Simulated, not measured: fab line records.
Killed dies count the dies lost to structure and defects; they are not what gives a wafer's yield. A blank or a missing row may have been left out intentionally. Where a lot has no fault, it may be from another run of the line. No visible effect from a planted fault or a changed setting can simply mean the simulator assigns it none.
2 desks looking at one fault | flow n5-finfet | what lay behind the numbers comes last; until then each desk has only its own

## THE TOOL OWNER'S DESK: litho-track-02
The tool's own readings at N5_BEOL_M15_COAT_04 (resist thk 800 nm): means of the sampled wafers that have a number, for each lot that ran on this tool. A lot is out of limits, marked OUT, if its mean lies more than 4 standard deviations from the usual mean; the brackets give that distance.
Columns: A = chill-plate-temp-C at N5_BEOL_M15_COAT_04, usual 23.01 C; B = resist-line-temp-C at N5_BEOL_M15_COAT_04, usual 23.00 C; C = spin-speed-rpm at N5_BEOL_M15_COAT_04, usual 1704.2 rpm
lot  | first seen here | A     | B     | C
L735 | day 11 04:32    | 23.04 | 23.06 | 1703.8
L736 | day 11 19:37    | 22.80 | 22.94 | 1704.1
L734 | day 11 19:58    | 23.02 | 23.16 | 1703.7
L745 | day 14 05:57    | 23.08 | 22.95 | 1705.6
L752 | day 16 14:23    | 23.01 | 22.96 | 1843.2 (+99 or more) OUT
L754 | day 17 01:23    | 23.09 | 22.92 | 1843.5 (+99 or more) OUT
This desk's verdict: out of limits on L752, L754, starting with L752 at day 16 14:23 (spin-speed-rpm at N5_BEOL_M15_COAT_04). L735, L736, L734, L745 stayed within limits.

## AT THE METROLOGY DESK
What the gauges read for every lot (on any tool): the sampled wafers with a number, averaged. A lot is out of limits, marked OUT, if its mean lies more than 4 standard deviations from the usual mean; the brackets give that distance.
Columns: A = cd-nm at N5_BEOL_M15_CD_MEAS_10, usual 360.4 nm
lot  | first seen here | A
L735 | day 11 04:55    | 360.8
L733 | day 11 08:22    | 360.5
L736 | day 11 20:22    | 359.8
L734 | day 11 20:23    | 360.2
L737 | day 11 20:34    | 359.8
L739 | day 12 18:49    | 361.7
L740 | day 13 09:20    | 361.6
L742 | day 13 22:53    | 359.3
L745 | day 14 06:20    | 361.8
L746 | day 14 16:02    | 361.3
L752 | day 16 14:46    | 361.2
L754 | day 17 01:47    | 361.6
Result from this desk: across the 12 lots, nothing is out of limits.

## ALL TOGETHER
The tool owner's desk had the chance to raise an alarm at day 16 14:23 on L752, L754.
From the metrology desk's view, nothing was out of limits.
The metrology desk holds a record of L752, L754, inside its limits.
Every lot named ran N5_BEOL_M15_COAT_04 on litho-track-02.

## WHAT HAD BEEN PUT IN BY THE SIMULATOR
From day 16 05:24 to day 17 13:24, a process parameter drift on litho-track-02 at N5_BEOL_M15_COAT_04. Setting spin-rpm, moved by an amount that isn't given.
Shown lots that were struck: L752, L754.
Delay in hours, fault start to first out-of-limits reading, by desk: the tool owner's desk at 9.
